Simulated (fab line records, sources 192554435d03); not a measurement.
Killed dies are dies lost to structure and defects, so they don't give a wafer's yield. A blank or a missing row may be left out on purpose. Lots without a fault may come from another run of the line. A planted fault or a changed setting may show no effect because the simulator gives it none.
Chamber matching | flow n5_finfet | N5_BEOL_M3_DEP_57 on pecvd-02: 3 sister chambers
The step deposits SiCN from 3MS/NH3, target thk 8 nm, time 14 s. 16 wafers are shown with their chamber, then 8 later ones without.

WAFERS WITH THEIR CHAMBER
wafer  | chamber | throttle_valve_pct (%) | showerhead_vpp_V (V) | showerhead_plenum_p_Torr (Torr)
L838.2 | 0       | 9.7                    | 947                  | 3.659
L838.4 | 2       | 9.5                    | 915                  | 3.673
L838.6 | 1       | 8.3                    | 908                  | 3.675
L843.2 | 2       | 9.0                    | 905                  | 3.672
L843.5 | 0       | 9.9                    | 941                  | 3.668
L843.6 | 1       | 8.3                    | 908                  | 3.668
L845.2 | 1       | 8.4                    | 909                  | 3.683
L845.4 | 2       | 9.1                    | 918                  | 3.669
L845.6 | 1       | 8.4                    | 894                  | 3.670
L846.1 | 2       | 9.4                    | 915                  | 3.666
L846.2 | 1       | 8.5                    | 887                  | 3.679
L846.6 | 0       | 9.6                    | 926                  | 3.664
L848.1 | 0       | 9.7                    | 926                  | 3.662
L848.5 | 1       | 8.3                    | 904                  | 3.664
L848.6 | 2       | 9.1                    | 918                  | 3.669
L847.2 | 1       | 8.8                    | 895                  | 3.676

SIGNATURES (means of the wafers above)
reading                  | chamber 0 | chamber 1 | chamber 2 | scatter within a chamber
throttle_valve_pct       | 9.725     | 8.429     | 9.220     | 0.182
showerhead_vpp_V         | 935.00    | 900.71    | 914.20    | 8.36
showerhead_plenum_p_Torr | 3.66325   | 3.67357   | 3.66980   | 0.00508
Rule: a wafer's distance from a chamber is the root of the sum, over the readings, of the square of ((its reading less the chamber's mean) divided by the reading's scatter). The wafer belongs to the nearest chamber; if the next one is less than 2 further off, it can't be placed. The scatter: the root of (the sum of the squares of (reading less its chamber's mean) over the shown wafers, divided by (wafers less chambers)).

WAFERS WITHOUT THEIR CHAMBER
wafer  | throttle_valve_pct (%) | showerhead_vpp_V (V) | showerhead_plenum_p_Torr (Torr)
L847.3 | 9.4                    | 924                  | 3.674
L847.6 | 9.5                    | 946                  | 3.667
L856.1 | 8.5                    | 900                  | 3.674
L856.3 | 9.9                    | 946                  | 3.669
L856.4 | 9.2                    | 906                  | 3.671
L857.1 | 10.0                   | 944                  | 3.664
L857.3 | 9.2                    | 911                  | 3.672
L857.4 | 8.4                    | 897                  | 3.672

WHICH CHAMBER EACH WENT THROUGH
wafer  | from the rows above     | in truth
L847.3 | can't be placed: 2 or 0 | 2
L847.6 | 0                       | 0
L856.1 | 1                       | 1
L856.3 | 0                       | 0
L856.4 | 2                       | 2
L857.1 | 0                       | 0
L857.3 | 2                       | 2
L857.4 | 1                       | 1
Placed correctly: 7 of 8. Can't be placed from these rows: 1 (the true chamber is among the candidates in 1). Placed wrongly: 0.
